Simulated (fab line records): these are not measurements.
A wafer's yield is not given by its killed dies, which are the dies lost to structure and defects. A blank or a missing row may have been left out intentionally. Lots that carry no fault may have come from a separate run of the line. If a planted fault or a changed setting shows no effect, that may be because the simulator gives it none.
fab line records | flow n5_finfet
record: lots: 3 | wafers: 9 | last_day: 16
route steps=1938 shown BEOL_M11@1590 BEOL_M12@1602 PASSIVATION@1936
lots untouched by any fault: they come from a run of this same line in which no faults occurred
start_h: hours from the record's opening day to when the first of the lot's shown wafers began | wait_h: time in hours since the lot's previous step | " repeats the value in the row above | L1.1+2: a row that stands for several wafers | - no value, or no start given | * or withheld: withheld | < > ~ a bound
route shown NAME@n: names a module that has steps shown in the file, with the first one's number in the route | usual: average and standard deviation across the fault-free wafers | same: alike in all rows | chamber/n: place in a boat | sites: per-site readings | _std_site: their standard deviation | _edge_site: the outer-site mean with the inner-site mean subtracted | radius_mm: how far each site lies from the wafer's centre | mask NAME#n: copy n | behind: the tool/chamber that last shaped the wafer | hold: what put the lot on hold/how long, in hours/how the hold closed | device: transistor that didn't switch, given as n, p or np | end of line: tests run on the same wafers once the route is complete | where a step has no rows: the recipe by itself | killed: dies lost to structure and defects at the first sort, not the wafer's yield | map: per-die view of a wafer (x killed, . not killed, _ where there is no die)
set.NAME: the setting as run; set.NAME@STEP: as run at that earlier step | model.NAME: the simulator's own value behind a step, which no gauge read
certain route steps with their lots: each step a table, each wafer a row
services: from which hour (start_h, from the record's first day; less than 0 if before it) a tool's chamber was out of use, for how many hours, and why
== steps ==
step: N5_BEOL_M11_ALD_74
recipe: material: TaN | target_thk_a: 20 | temp_c: 275 | ald_precursor_family: PDMAT | ald_co_reactant: NH3 | pressure_torr: 3 | carrier_flow_sccm: 1500 | pulse_time_s: 2 | purge_time_s: 3 | co_reactant_purge_time_s: 2 | co_reactant_pulse_time_s: 3 | ald_cycles: 40 | precursor_vessel_temp_c: 75 | precursor_vessel_pressure_torr: 26.25 | precursor_vessel_carrier_sccm: 1000
step: N5_BEOL_M11_SURFACE_TREAT_76
recipe: gas: Ar | time_s: * | ion_energy_ev: * | ion_current_ma_cm2: 0.5 | pressure_mtorr: * | ar_flow_sccm: 30
step: N5_BEOL_M11_CVD_75
recipe: material: Co | target_thk_a: 20 | temp_c: withheld | precursor: CCTBA/H2 | pressure_torr: 30 | time_s: 138.9
step: N5_BEOL_M11_SPUTTER_48
recipe: material: Cu | target_thk_a: 120 | temp_c: -20 | bias_v: 60 | power_w: 26000 | chamber_pressure_pa: 0.13 | time_s: 2
step: N5_BEOL_M11_ECD_50
recipe: material: Cu | target_thk_a: 3180
step: N5_BEOL_M11_ANNEAL_51
recipe: temp_c: 225 | time_s: 90 | ambient: N2
step: N5_BEOL_M11_CMP_52
recipe: stop_on: SiCOH_lowk | t_overpolish_s: 7 | down_force_psi: 1 | platen_rpm: 50 | clearing_platen_down_force_psi: 1.5 | clearing_platen_rpm: 50 | post_cmp_clean: cu_alkaline | target_thk_nm: 140 | clearing_platen_pad_velocity_m_s: 0.99484 | pad_velocity_m_s: 0.99484
step: N5_BEOL_M11_PRE_CLEAN_55
recipe: gas: NH3 | time_s: 15 | temp_c: withheld | rf_power_w: 300
step: N5_BEOL_M11_DEP_56
recipe: material: SiCN | target_thk_a: 300 | temp_c: withheld | precursor: 3MS/NH3 | pressure_torr: 3 | rf_w: 675 | time_s: 10.5
step: N5_BEOL_M12_ILD_DEP_00
recipe: material: SiOC | target_thk_a: 6589.2 | temp_c: 350 | precursor: DEMS/O2 | pressure_torr: 5 | rf_w: 500 | time_s: 130.7
usual: heater_power_w: 495/65 | showerhead_plenum_p_Torr: 5.702/0.019 | throttle_valve_pct: 11.8/0.52
lot.wafer | tool     | chamber | start_h | wait_h | heater_power_w | showerhead_plenum_p_Torr | throttle_valve_pct | model.SiOC_of_BEOL_M12_ILD_DEP_00.thk_nm
L101.1    | pecvd-04 | 2       | 284.48  | 0.0    | 545            | 5.673                    | 11.3               | 647.2
L101.2    | "        | 0       | "       | "      | 614            | 5.695                    | 11.8               | 656.2
L101.4    | "        | 2       | "       | "      | 564            | 5.681                    | 10.9               | 664.4
L108.4    | pecvd-04 | 2       | 328.12  | 0.1    | 473            | 5.663                    | 11.1               | 682.6
L108.5    | "        | 1       | "       | "      | 476            | 5.705                    | 11.3               | 691.6
L108.6    | "        | 0       | "       | "      | 600            | 5.703                    | 11.9               | 686.2
L111.4    | pecvd-02 | 0       | 344.15  | 0.1    | 458            | 5.719                    | 12.4               | 661.2
L111.5    | "        | 1       | "       | "      | 520            | 5.713                    | 12.2               | 668.6
L111.6    | "        | 2       | "       | "      | 494            | 5.726                    | 11.6               | 674.2
step: N5_BEOL_M12_THK_MEAS_01
recipe: reads: SiOC_of_BEOL_M12_ILD_DEP_00
usual: M12_ILD_THK: 662/8.1
lot.wafer | tool          | chamber | start_h | wait_h | M12_ILD_THK[nm]
L101.1    | film_metro-02 | -       | 284.67  | 0.1    | 647
L101.2    | "             | -       | "       | "      | 657
L101.4    | "             | -       | "       | "      | 664
L108.4    | film_metro-01 | -       | 328.20  | 0.0    | 683
L108.5    | "             | -       | "       | "      | 692
L108.6    | "             | -       | "       | "      | 686
L111.4    | film_metro-01 | -       | 344.23  | 0.0    | 661
L111.5    | "             | -       | "       | "      | 669
L111.6    | "             | -       | "       | "      | 674
step: N5_BEOL_M12_COAT_58
recipe: resist: BARC | temp_c: 205 | time_s: 60 | spin_rpm: 1500 | resist_thk_nm: 89
step: N5_BEOL_M12_COAT_04
recipe: spin_rpm: 1625 | resist_thk_nm: 400
step: N5_BEOL_M12_EBR_06
recipe: solvent: PGMEA | ebr_width_mm: 1.5
step: N5_BEOL_M12_SOFTBAKE_05
recipe: temp_c: 130 | time_s: 60
step: N5_BEOL_M12_EXPOSE_07
recipe: mask_id: V11 | na: 0.93 | source_shape: conventional | sigma_outer: 0.6 | polarization: unpolarized | attpsm_phase_deg: 180 | dose_mj: 32.5
step: N5_BEOL_M12_PEB_08
recipe: peb_temp_c: 130 | peb_time_s: 90
step: N5_BEOL_M12_DEVELOP_09
recipe: develop_time_s: 45 | rinse_liquid: diw | dry: air_spin | dev_temp_c: 21
step: N5_BEOL_M12_HARDBAKE_14
recipe: temp_c: 130 | time_s: 120
step: N5_BEOL_M12_DESCUM_15
recipe: chemistry: O2 | time_s: 7.9 | source_power_w: 50 | bias_power_w: 20 | pressure_mtorr: 20 | rf_frequency_hz: 2.712e+07 | temp_c: 40 | o2_flow_sccm: 225
step: N5_BEOL_M12_ETCH_59
recipe: chemistry: N2/H2 | target: BARC | target_depth_a: 890 | overetch_a: 267 | time_s: 67.9 | ion_energy_ev: 200 | pressure_mtorr: 30 | source_w: 840 | bias_w: 150 | n2_flow_sccm: 200 | h2_flow_sccm: 200
step: N5_BEOL_M12_VIA_ETCH_16
recipe: chemistry: C4F8/O2/Ar | target: SiOC | pressure_mtorr: 30 | source_w: 3000 | bias_w: 700 | Ar_flow_sccm: 400 | C4F8_flow_sccm: 15 | O2_flow_sccm: 8 | he_inner_torr: 15 | he_outer_torr: 30 | target_depth_a: 7248 | time_s: withheld | ion_energy_ev: 250 | ends: cleared
usual: drypump_motor_current_A: 5.8/0.55 | oes_product_au: 0.70/0.067 | rf_vpp_V: 665.1/2.8 | showerhead_plenum_p_Torr: 3.40/0.097 | throttle_valve_pct: 24.28/0.25
lot.wafer | tool        | chamber | start_h | wait_h | drypump_motor_current_A | oes_product_au | rf_vpp_V | showerhead_plenum_p_Torr | throttle_valve_pct | model.etch.depth_nm | model.coat_of_BEOL_M12_COAT_04.thk_nm
L101.1    | rie_diel-04 | 2       | 285.17  | 0.0    | 6.1                     | 0.74           | 663.2    | 3.29                     | 23.84              | 647.3               | 122.4
L101.2    | "           | 0       | "       | "      | 6.8                     | 0.62           | 660.7    | 3.24                     | 24.61              | 656.3               | 124.2
L101.4    | "           | 0       | "       | "      | 6.8                     | 0.62           | 660.9    | 3.24                     | 24.62              | 664.3               | 121.8
L108.4    | rie_diel-01 | 0       | 328.68  | 0.0    | 5.3                     | 0.73           | 667.9    | 3.46                     | 24.33              | 682.7               | 117.4
L108.5    | "           | 2       | "       | "      | 5.1                     | 0.68           | 661.7    | 3.28                     | 24.18              | 691.6               | 114.4
L108.6    | "           | 1       | "       | "      | 5.4                     | 0.70           | 666.9    | 3.47                     | 24.24              | 686.2               | 115.8
L111.4    | rie_diel-04 | 0       | 344.71  | 0.0    | 6.8                     | 0.89           | 672.9    | 3.63                     | 24.33              | 661.3               | 121.8
L111.5    | "           | 0       | "       | "      | 6.8                     | 0.88           | 670.8    | 3.63                     | 24.35              | 668.6               | 119.6
L111.6    | "           | 3       | "       | "      | 5.3                     | 0.64           | 663.0    | 3.26                     | 24.51              | 674.1               | 119.6
step: N5_BEOL_M12_STRIP_63
recipe: chemistry: N2/H2 | power_w: 1000 | temp_c: 250 | h2_frac: 0.65 | overash_fraction: 0.3 | pressure_mtorr: 1000 | n2_flow_sccm: 1750 | h2_flow_sccm: 3250
step: N5_BEOL_M12_STRIP_64
recipe: chemistry: N2/H2 | power_w: 1000 | temp_c: 250 | h2_frac: 0.65 | overash_fraction: 0.3 | pressure_mtorr: withheld | n2_flow_sccm: 1750 | h2_flow_sccm: 3250
step: N5_BEOL_M12_STRIP_71
recipe: chemistry: post_etch_residue_remover | time_s: 60 | temp_c: 25 | remover_ph: withheld | remover_water_wt_pct: withheld | remover_fluoride_wt_pct: withheld
step: N5_BEOL_M12_SRD_72
recipe: time_s: 30 | temp_c: 23 | rinse_liquid: diw | dry: n2_spin | spin_rpm: 1500 | dry_time_s: 30
step: N5_BEOL_M12_COAT_65
recipe: resist: SOC | temp_c: 250 | time_s: 60 | spin_rpm: 1500 | resist_thk_nm: 300
step: N5_BEOL_M12_COAT_66
recipe: resist: SiARC | temp_c: 220 | time_s: 60 | spin_rpm: 1500 | resist_thk_nm: 110
step: N5_BEOL_M12_COAT_22
recipe: spin_rpm: 2888 | resist_thk_nm: 300
step: N5_BEOL_M12_EBR_24
recipe: solvent: PGMEA | ebr_width_mm: 1.5
step: N5_BEOL_M12_SOFTBAKE_23
recipe: temp_c: 130 | time_s: 60
step: N5_BEOL_M12_EXPOSE_25
recipe: mask_id: M12 | na: 0.93 | source_shape: conventional | sigma_outer: 0.4 | polarization: unpolarized | dose_mj: 21.8
step: N5_BEOL_M12_PEB_26
recipe: peb_temp_c: 130 | peb_time_s: 90
step: N5_BEOL_M12_DEVELOP_27
recipe: develop_time_s: 45 | rinse_liquid: diw | dry: air_spin | dev_temp_c: 21
step: N5_BEOL_M12_HARDBAKE_32
recipe: temp_c: 130 | time_s: 120
step: N5_BEOL_M12_CMP_49
recipe: stop_on: SiOC | t_overpolish_s: 20.6 | down_force_psi: 1 | platen_rpm: 50 | clearing_platen_down_force_psi: 1.5 | clearing_platen_rpm: 50 | post_cmp_clean: cu_alkaline | target_thk_nm: 320 | clearing_platen_pad_velocity_m_s: 0.99484 | pad_velocity_m_s: 0.99484
usual: barrier_field_endpoint_s: 30.3/0.75 | motor_current_A: 6.1/0.69 | overpolish_run_s: 20.600/0.009 | platen_rpm: 50.00/0.032 | slurry_flow_ml_min: 150.0/0.47
lot.wafer | tool   | chamber | start_h | wait_h | barrier_field_endpoint_s | motor_current_A | overpolish_run_s | platen_rpm | slurry_flow_ml_min | model.SiOC_of_BEOL_M12_ILD_DEP_00.thk_nm
L101.1    | cmp-02 | 1       | 289.45  | 0.3    | 31.3                     | 7.1             | 20.600           | 50.01      | 149.4              | 588.6
L101.4    | "      | 2       | "       | "      | 30.6                     | 7.2             | 20.595           | 50.00      | 150.7              | 604
L101.2    | "      | 3       | "       | "      | 30.1                     | 5.2             | 20.592           | 49.98      | 150.1              | 597.4
L108.4    | cmp-02 | 1       | 334.70  | 0.2    | 30.4                     | 7.0             | 20.609           | 49.98      | 150.8              | 623.6
L108.5    | "      | 0       | "       | "      | 30.5                     | 6.4             | 20.603           | 49.99      | 150.0              | 632
L108.6    | "      | 1       | "       | "      | 30.4                     | 7.2             | 20.608           | 50.00      | 149.9              | 625
L111.4    | cmp-02 | 2       | 348.68  | 0.1    | 30.7                     | 6.9             | 20.597           | 49.97      | 149.2              | 600.6
L111.6    | "      | 2       | "       | "      | 31.0                     | 6.9             | 20.597           | 50.02      | 149.0              | 614.8
L111.5    | "      | 3       | "       | "      | 31.2                     | 5.0             | 20.598           | 50.08      | 150.0              | 608
step: N5_PASSIVATION_PROBE_49
usual: defect_limited_yield: 91.3/1.4 | killed_at_M0_to_M3: 36/11 | killed_at_M4_up: 13/5.2 | killed_at_contacts: 13/6.5 | killed_at_front_end: 37/11 | killed_at_other: 3.6/2.9 | killed_dies: 103/17 | killed_open: 68/12 | killed_short: 33/7.3 | sort_bin_5_function: 5.2/0.91 | sort_bin_6_memory: 3.2/0.67 | sort_n_pass: 1077/17 | sort_yield_pct: 91.3/1.4
same: gross_dies: 1180 | killed_at_back_side: 0 | sort_bin_4_leakage[%]: 0 | sort_bin_8_speed[%]: 0
lot.wafer | tool      | chamber | start_h | wait_h | defect_limited_yield[%] | killed_at_M0_to_M3 | killed_at_M4_up | killed_at_contacts | killed_at_front_end | killed_at_other | killed_dies | killed_open | killed_short | sort_bin_5_function[%] | sort_bin_6_memory[%] | sort_n_pass | sort_yield_pct[%]
L111.4    | prober-01 | -       | 383.93  | 0.2    | 91.5                    | 32                 | 13              | 19                 | 36                  | 0               | 100         | 72          | 27           | 6.2                    | 2.0                  | 1080        | 91.5
L111.5    | prober-01 | -       | 383.98  | 0.2    | 92.1                    | 33                 | 8               | 28                 | 20                  | 4               | 93          | 60          | 33           | 5.1                    | 2.6                  | 1087        | 92.1
L111.6    | prober-01 | -       | 384.03  | 0.3    | 93.4                    | 17                 | 14              | 22                 | 24                  | 1               | 78          | 54          | 24           | 4.2                    | 2.1                  | 1102        | 93.4
killed by level:class
L111.4 MOL_CONTACT_COAG:geometric_particle:open=14 FIN_SAQP:geometric_particle:open=11 STI_FIN_REVEAL:geometric_particle:open=11 BEOL_M1:geometric_particle:open=8 BEOL_M2:geometric_particle:open=7 BEOL_M0_SAQP:geometric_particle:short=5 BEOL_M0:geometric_particle:open=5 FIN_SAQP:geometric_particle:short=4
L111.5 MOL_CONTACT_COAG:geometric_particle:open=22 BEOL_M0_SAQP:geometric_particle:short=10 BEOL_M0_SAQP:geometric_particle:open=8 MOL_CONTACT_COAG:geometric_particle:short=6 BEOL_M2:geometric_particle:open=6 STARTING-WAFER:geometric_particle:open=6 FIN_SAQP:geometric_particle:short=4 BEOL_M1:geometric_particle:open=4
L111.6 MOL_CONTACT_COAG:geometric_particle:open=17 GATE_CUT:geometric_particle:short=7 MOL_CONTACT_COAG:geometric_particle:short=5 BEOL_M3:geometric_particle:open=5 FIN_SAQP:geometric_particle:open=4 STI_FIN_REVEAL:geometric_particle:open=3 STARTING-WAFER:geometric_particle:open=3 BEOL_M0_SAQP:geometric_particle:open=3
== services ==
tool        | chamber | start_h | hours | kind
rie_diel-01 | -       | 271.78  | 1.1   | repair
rie_diel-04 | 1       | 272.31  | -     | clean
rie_diel-04 | 1       | 272.31  | -     | consumable_replace:focus_ring
rie_diel-04 | 1       | 272.31  | 14.9  | scheduled_down
rie_diel-04 | 1       | 272.31  | 14.9  | vent_cycle
pecvd-04    | 1       | 274.60  | 19.2  | repair
pecvd-02    | 0       | 285.39  | 2.1   | scheduled_down
pecvd-04    | -       | 312.91  | 0.8   | repair
rie_diel-04 | 0       | 317.81  | -     | clean
rie_diel-04 | 0       | 317.81  | -     | consumable_replace:focus_ring
rie_diel-04 | 0       | 317.81  | -     | consumable_replace:showerhead
rie_diel-04 | 0       | 317.81  | 13.8  | scheduled_down
rie_diel-04 | 0       | 317.81  | 13.8  | vent_cycle
== key ==
first_sign: step: N5_BEOL_M12_THK_MEAS_01 | reading: M12_ILD_THK | direction: up | sigmas: 3.1 | usual: 662 | struck: 687
effect none on later readings
model_effect: step: N5_BEOL_M12_ILD_DEP_00 | value: SiOC_of_BEOL_M12_ILD_DEP_00.thk_nm | without: 669.1 | struck: 686.8
model_effect: step: N5_BEOL_M12_VIA_ETCH_16 | value: etch.depth_nm | without: 669.1 | struck: 686.8
model_effect: step: N5_BEOL_M12_CMP_49 | value: SiOC_of_BEOL_M12_ILD_DEP_00.thk_nm | without: 609.1 | struck: 626.9
met_at N5_BEOL_M12_ILD_DEP_00
struck_wafers L108.4,L108.5,L108.6
onset_between 284.48 328.12
fault: kind: process_parameter_drift | tool: pecvd-04 | chamber: - | onset_h: 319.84 | steps: N5_BEOL_M12_ILD_DEP_00 | channel: target_thk_a | offset: * | shape: step | end_h: 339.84 | acts_in: * | stated: *
